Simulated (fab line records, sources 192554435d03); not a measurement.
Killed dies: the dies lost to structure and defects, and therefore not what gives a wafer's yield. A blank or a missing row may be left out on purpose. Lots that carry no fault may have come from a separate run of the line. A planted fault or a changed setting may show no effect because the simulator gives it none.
fab line records | flow n5-finfet
record: lots: 14 wafers: 42 last-day: 18
route steps=1938 shown MOL_CONTACT_COAG@624 BEOL_M0_SAQP@632
lots with no fault: from the same line, run without faults
start-h: hours from the record's first day to the start of the lot's first wafer shown | wait-h: hours since the lot's step before | " as in the row above | L1.1+2: a row that stands for several wafers | - no value present, or no start provided | * or withheld: withheld | < > ~ a bound
route shown NAME@n: names a module that has steps shown in the file, with the first one's number in the route | usual: the fault-free wafers' mean and standard deviation | same: alike in all rows | chamber/n: place in a boat | sites: the reading at each site | _std_site: standard deviation of those values | _edge_site: the outer-site mean with the inner-site mean subtracted | radius-mm: for every site, how far away it sits from the centre of the wafer | mask NAME#n: copy n | behind: the most recent tool/chamber to have shaped the wafer | hold: why the lot was held/for how many hours/how that ended | device: the transistor (n, p or np) that didn't switch | end of line: tests of these same wafers at the route's end | a step without rows: its recipe alone | killed: the dies lost at the first sort to structure and to defects; this is not the yield of the wafer | map: a wafer's dies, x killed, . not, _ none there
set.NAME: the setting that was run; set.NAME@STEP: the one run at that earlier step | model.NAME: the simulator's own value behind a step, which no gauge read
one table for each step of the route and one row for each wafer, over a sample of lots
services: a tool's chamber out of use, with start hour (start-h, from the record's first day; less than 0 if before it), hours out, and reason
== steps ==
step: N5_MOL_CONTACT_COAG_CVD_140
recipe: material: W target-thk-a: 665 mode: selective-fill temp-c: 300 time-s: 215
usual: heater-power-w: 459/34
columns lot.wafer tool chamber start-h wait-h heater-power-w since-wet-clean-h
L252.3 cvd-w-01 0 102.55 0.1 436 -
L252.5 " 0 " " 424 -
L252.6 " 1 " " 447 -
L254.1 cvd-w-01 1 111.13 0.1 446 793
L254.4 " 0 " " 426 -
L254.5 " 0 " " 414 -
L255.1 cvd-w-01 0 119.56 0.1 433 802
L255.4 " 1 " " 446 -
L255.6 " 0 " " 428 -
L256.1 cvd-w-01 1 126.98 0.1 443 809
L256.5 " 1 " " 444 -
L256.6 " 0 " " 425 -
L257.1 cvd-w-01 1 131.12 0.1 442 813
L257.2 " 0 " " 443 813
L257.3 " 0 " " 429 -
L258.1 cvd-w-02 1 139.12 0.1 479 307
L258.3 " 1 " " 466 -
L258.6 " 1 " " 488 -
L259.1 cvd-w-01 0 145.43 0.1 433 827
L259.2 " 1 " " 449 827
L259.5 " 0 " " 437 -
L260.3 cvd-w-02 1 153.19 0.1 488 -
L260.4 " 0 " " 535 -
L260.6 " 0 " " 525 -
L261.2 cvd-w-02 0 155.12 0.1 528 323
L261.4 " 0 " " 520 -
L261.6 " 0 " " 515 -
L264.2 cvd-w-02 1 176.35 0.1 482 344
L264.3 " 1 " " 485 -
L264.5 " 0 " " 518 -
L269.1 cvd-w-01 1 203.06 0.1 446 885
L269.5 " 1 " " 448 -
L269.6 " 0 " " 428 -
L271.1 cvd-w-01 0 216.09 0.1 440 898
L271.4 " 1 " " 449 -
L271.6 " 1 " " 451 -
L272.2 cvd-w-01 0 222.28 0.1 429 904
L272.4 " 1 " " 455 -
L272.5 " 1 " " 443 -
L275.1 cvd-w-02 0 243.76 0.1 516 412
L275.5 " 0 " " 525 -
L275.6 " 1 " " 485 -
step: N5_BEOL_M0_SAQP_PECVD_00
recipe: material: SiCN target-thk-a: 80 temp-c: withheld precursor: 3MS/NH3 pressure-torr: 3 rf-w: 202 time-s: 14
usual: rf-fwd-power-W: 199.2/1 showerhead-plenum-p-Torr: 3.659/0.013 showerhead-vpp-V: 868/37 throttle-valve-pct: 9.03/0.29
columns lot.wafer tool chamber start-h wait-h rf-fwd-power-W showerhead-plenum-p-Torr showerhead-vpp-V since-wet-clean-h throttle-valve-pct
L252.3 pecvd-01 0 106.47 0.1 199.6 3.650 868 1173 8.58
L252.5 " 1 " " 199.0 3.643 841 - 9.19
L252.6 " 0 " " 199.4 3.644 872 - 8.71
L254.1 pecvd-03 0 115.13 0.2 196.3 3.669 852 819 9.03
L254.4 " 2 " " 200.5 3.664 805 - 8.77
L254.5 " 1 " " 199.7 3.669 908 - 8.85
L255.1 pecvd-02 0 123.56 0.2 198.2 3.670 917 646 9.20
L255.4 " 1 " " 199.6 3.651 926 - 8.98
L255.6 " 2 " " 200.2 3.681 920 - 9.19
L256.1 pecvd-01 2 131.00 0.2 200.1 3.647 840 443 9.40
L256.5 " 0 " " 200.0 3.655 866 - 8.80
L256.6 " 1 " " 199.6 3.641 851 - 8.99
L257.1 pecvd-01 2 135.12 0.2 200.0 3.652 825 447 9.30
L257.2 " 0 " " 199.0 3.654 860 1201 8.80
L257.3 " 1 " " 198.8 3.644 834 1926 9.20
L258.1 pecvd-01 2 143.12 0.2 199.1 3.655 846 455 9.05
L258.3 " 0 " " 200.2 3.654 881 1209 8.74
L258.6 " 2 " " 199.5 3.655 833 - 9.28
L259.1 pecvd-02 2 149.44 0.2 199.4 3.675 915 2122 9.13
L259.2 " 1 " " 198.1 3.654 923 1397 8.93
L259.5 " 0 " " 198.7 3.671 903 - 9.22
L260.3 pecvd-02 2 157.13 0.1 199.4 3.675 938 2130 9.54
L260.4 " 2 " " 198.6 3.671 930 - 9.20
L260.6 " 1 " " 200.0 3.659 916 - 8.88
L261.2 pecvd-01 0 160.12 0.2 199.6 3.643 883 1226 8.98
L261.4 " 0 " " 199.0 3.659 853 - 8.35
L261.6 " 1 " " 199.8 3.639 837 - 8.96
L264.2 pecvd-03 2 180.37 0.2 200.0 3.669 804 130 8.96
L264.3 " 1 " " 199.6 3.669 893 1609 9.04
L264.5 " 1 " " 199.7 3.671 909 - 8.82
L269.1 pecvd-03 0 207.06 0.2 196.8 3.678 850 911 9.32
L269.5 " 2 " " 199.9 3.676 817 - 8.98
L269.6 " 0 " " 196.8 3.670 845 - 9.29
L271.1 pecvd-01 0 220.10 0.2 198.9 3.651 870 1286 8.82
L271.4 " 1 " " 198.6 3.642 844 - 8.90
L271.6 " 2 " " 200.1 3.651 828 - 9.32
L272.2 pecvd-03 0 226.29 0.2 196.8 3.681 839 930 9.30
L272.4 " 0 " " 196.9 3.674 844 - 9.63
L272.5 " 2 " " 200.7 3.672 829 - 8.99
L275.1 pecvd-02 1 247.75 0.2 198.0 3.664 914 1495 8.66
L275.5 " 2 " " 200.2 3.672 929 - 8.03
L275.6 " 0 " " 198.8 3.674 911 - 9.27
step: N5_BEOL_M0_SAQP_PECVD_97
recipe: material: SiNx target-thk-a: 230 temp-c: 350 precursor: SiH4/NH3/N2 pressure-torr: 1.5 rf-w: 300 time-s: 19.9
usual: heater-power-w: 584/77 rf-fwd-power-W: 297.0/1.4 showerhead-plenum-p-Torr: 5.14/0.069 showerhead-vpp-V: 1057/45 throttle-valve-pct: 39.8/0.96
columns lot.wafer tool chamber start-h wait-h heater-power-w rf-fwd-power-W showerhead-plenum-p-Torr showerhead-vpp-V since-wet-clean-h throttle-valve-pct
L252.3 pecvd-03 2 106.94 0.0 663 299.2 5.18 988 57 39.3
L252.5 " 2 " " 665 299.9 5.17 980 - 39.4
L252.6 " 0 " " 498 294.4 5.20 1034 - 40.5
L254.1 pecvd-02 2 116.55 0.0 445 297.3 5.19 1125 2089 39.5
L254.4 " 2 " " 456 297.4 5.22 1105 - 39.7
L254.5 " 1 " " 517 298.3 5.10 1139 - 39.5
L255.1 pecvd-01 0 125.21 0.0 504 297.6 5.06 1062 1192 38.4
L255.4 " 0 " " 489 297.0 5.04 1049 - 38.1
L255.6 " 0 " " 496 296.7 5.06 1058 - 38.5
L256.1 pecvd-03 1 132.23 0.0 605 297.1 5.15 1106 1561 38.5
L256.5 " 1 " " 621 297.4 5.15 1108 - 38.9
L256.6 " 0 " " 591 293.6 5.21 1041 - 40.7
L257.1 pecvd-03 0 137.64 0.0 514 295.2 5.20 1038 842 40.4
L257.2 " 2 " " 673 295.7 5.19 1013 88 40.0
L257.3 " 1 " " 610 296.7 5.14 1115 1567 38.8
L258.1 pecvd-03 2 144.60 0.0 654 298.8 5.16 1009 94 39.5
L258.3 " 0 " " 583 296.0 5.20 1037 848 40.5
L258.6 " 2 " " 651 298.3 5.18 1032 - 39.8
L259.1 pecvd-03 1 151.06 0.0 610 296.3 5.15 1107 1580 38.3
L259.2 " 0 " " 588 294.7 5.20 1028 855 40.7
L259.5 " 1 " " 619 298.1 5.15 1106 - 38.7
L260.3 pecvd-02 2 157.54 0.0 467 295.9 5.20 1136 2130 39.4
L260.4 " 2 " " 462 295.5 5.21 1127 - 39.9
L260.6 " 1 " " 451 296.5 5.11 1125 - 39.5
L261.2 pecvd-01 2 162.32 0.0 722 298.2 5.07 1017 475 40.3
L261.4 " 0 " " 470 296.3 5.07 1081 - 38.4
L261.6 " 2 " " 748 299.4 5.07 1033 - 40.3
L264.2 pecvd-03 2 181.01 0.0 701 298.7 5.18 1015 131 39.8
L264.3 " 1 " " 594 297.9 5.16 1125 1610 38.4
L264.5 " 1 " " 612 298.6 5.15 1092 - 38.4
L269.1 pecvd-01 1 208.74 0.0 654 295.3 5.00 1025 2000 40.2
L269.5 " 0 " " 514 296.6 5.06 1063 - 38.4
L269.6 " 1 " " 637 295.5 5.02 1020 - 40.1
L271.1 pecvd-03 0 221.01 0.0 574 295.1 5.22 1038 925 41.0
L271.4 " 1 " " 615 296.9 5.16 1117 - 38.7
L271.6 " 2 " " 712 298.8 5.17 990 - 40.0
L272.2 pecvd-02 0 228.34 0.0 501 297.2 5.21 1100 751 41.4
L272.4 " 1 " " 448 297.5 5.10 1110 - 39.7
L272.5 " 1 " " 463 296.1 5.10 1122 - 39.5
L275.1 pecvd-01 2 250.81 0.0 731 297.4 5.05 1046 563 40.8
L275.5 " 2 " " 718 298.0 5.07 1038 - 41.0
L275.6 " 1 " " 581 296.6 5.01 1049 - 40.5
step: N5_BEOL_M0_SAQP_EXPOSE_11
recipe: mask-id: M0_CORE na: 1.35 source-shape: dipole sigma-inner: 0.538 sigma-outer: 0.738 polarization: te target-cd-nm: 42 dose-mj: 55
usual: dipole-opening-deg: 40/0 exposure-dose-mJ-cm2: 54.97/0.057 reticle-temp-C: 22.99/0.12 stage-vel-mm-s: 499.99/0.29
columns lot.wafer tool chamber start-h wait-h mask dipole-opening-deg exposure-dose-mJ-cm2 reticle-temp-C stage-vel-mm-s
L252.3 arfi-scanner-01 0 107.47 - M0_CORE#0 40 54.99 23.04 500.08
L252.5 " 0 " " M0_CORE#0 40 54.92 23.14 500.00
L252.6 " 0 " " M0_CORE#0 40 54.98 23.09 499.89
L254.1 arfi-scanner-02 0 117.04 - M0_CORE#0 40 55.02 22.94 499.91
L254.4 " 0 " " M0_CORE#0 40 55.05 22.93 500.39
L254.5 " 0 " " M0_CORE#0 40 55.02 22.82 499.99
L255.1 arfi-scanner-02 0 125.63 - M0_CORE#0 40 55.05 23.03 500.25
L255.4 " 0 " " M0_CORE#0 40 54.95 23.00 500.44
L255.6 " 0 " " M0_CORE#0 40 55.04 22.92 500.26
L256.1 arfi-scanner-01 0 132.72 - M0_CORE#0 40 54.97 22.89 500.18
L256.5 " 0 " " M0_CORE#0 40 54.92 22.87 500.41
L256.6 " 0 " " M0_CORE#0 40 54.91 22.96 500.62
L257.1 arfi-scanner-02 0 138.13 - M0_CORE#0 40 55.02 23.10 500.33
L257.2 " 0 " " M0_CORE#0 40 54.97 23.03 500.06
L257.3 " 0 " " M0_CORE#0 40 54.97 23.14 500.07
L258.1 arfi-scanner-01 0 145.09 - M0_CORE#0 40 54.93 22.92 500.13
L258.3 " 0 " " M0_CORE#0 40 54.95 22.86 500.26
L258.6 " 0 " " M0_CORE#0 40 54.97 23.01 500.32
L259.1 arfi-scanner-02 - 151.55 - M0_CORE#0 - - - -
L259.2 " - " " M0_CORE#0 - - - -
L259.5 " - " " M0_CORE#0 - - - -
L260.3 arfi-scanner-02 - 157.93 - M0_CORE#0 - - - -
L260.4 " - " " M0_CORE#0 - - - -
L260.6 " - " " M0_CORE#0 - - - -
L261.2 arfi-scanner-02 0 162.70 - M0_CORE#0 40 55.02 22.70 500.02
L261.4 " 0 " " M0_CORE#0 40 54.97 22.87 500.31
L261.6 " 0 " " M0_CORE#0 40 54.95 22.92 499.83
L264.2 arfi-scanner-01 0 181.50 - M0_CORE#0 40 55.05 23.07 499.70
L264.3 " 0 " " M0_CORE#0 40 55.01 22.98 499.84
L264.5 " 0 " " M0_CORE#0 40 54.93 22.93 499.88
L269.1 arfi-scanner-03 0 209.29 - M0_CORE#0 40 54.93 22.90 499.90
L269.5 " 0 " " M0_CORE#0 40 54.99 23.19 499.75
L269.6 " 0 " " M0_CORE#0 40 54.93 23.04 500.26
L271.1 arfi-scanner-01 0 221.40 - M0_CORE#0 40 54.87 22.84 500.01
L271.4 " 0 " " M0_CORE#0 40 54.94 23.15 500.00
L271.6 " 0 " " M0_CORE#0 40 54.96 22.99 499.64
L272.2 arfi-scanner-03 0 228.89 - M0_CORE#0 40 54.96 22.94 499.97
L272.4 " 0 " " M0_CORE#0 40 55.04 22.78 499.70
L272.5 " 0 " " M0_CORE#0 40 54.92 22.84 499.85
L275.1 arfi-scanner-03 0 251.18 - M0_CORE#0 40 55.07 23.03 500.07
L275.5 " 0 " " M0_CORE#0 40 55.05 23.08 500.51
L275.6 " 0 " " M0_CORE#0 40 55.01 23.12 500.15
== services ==
columns tool chamber start-h hours kind
arfi-scanner-03 - 84.91 1.4 repair
arfi-scanner-01 - 90.63 1.0 pm
pecvd-03 2 92.75 11.3 repair
arfi-scanner-01 - 97.73 1.2 repair
arfi-scanner-02 - 114.04 0.8 pm
arfi-scanner-01 - 116.01 1.3 pm
arfi-scanner-03 - 125.16 1.0 pm
pecvd-02 - 128.27 6.0 pm
arfi-scanner-01 - 135.93 0.6 repair
arfi-scanner-02 - 140.99 3.4 repair
arfi-scanner-03 - 143.91 6.9 repair
arfi-scanner-02 - 149.73 0.3 repair
cvd-w-02 0 165.02 1.3 repair
arfi-scanner-01 - 165.89 0.8 pm
arfi-scanner-02 - 180.24 1.3 pm
pecvd-02 - 183.88 14.6 pm
pecvd-01 2 185.92 28.9 repair
arfi-scanner-02 - 194.77 4.9 pm
cvd-w-02 - 196.79 6.9 pm
arfi-scanner-01 - 203.46 4.9 pm
cvd-w-01 1 227.63 6.2 repair
arfi-scanner-02 - 229.92 1.0 pm
arfi-scanner-01 - 233.34 85.2 repair
arfi-scanner-02 - 245.71 0.2 repair
== key ==
first-sign: step: N5_BEOL_M0_SAQP_EXPOSE_11 reading: tool-record direction: missing
effect none on later readings
met-at N5_BEOL_M0_SAQP_EXPOSE_11
struck-lots L259,L260
later-rows-left-out L259.1,L259.2,L259.5,L260.3,L260.4,L260.6
sort-left-out L259.1,L259.2,L259.5,L260.3,L260.4,L260.6
not-acting-at N5_MOL_CONTACT_COAG_CVD_140,N5_BEOL_M0_SAQP_PECVD_00,N5_BEOL_M0_SAQP_PECVD_97
onset-between 138.13 151.55
fault: kind: skipped-step-whole tool: arfi-scanner-02 chamber: - onset-h: 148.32 steps: N5_BEOL_M0_SAQP_EXPOSE_11 scope: struck-lots-only
sort-left-out: the simulated sort isn't trusted on such a fault, so these wafers' sort isn't shown, and their yield isn't known
later-rows-left-out: the simulator's readings of these wafers behind a module that went badly wrong aren't trusted and aren't shown, but for the sort
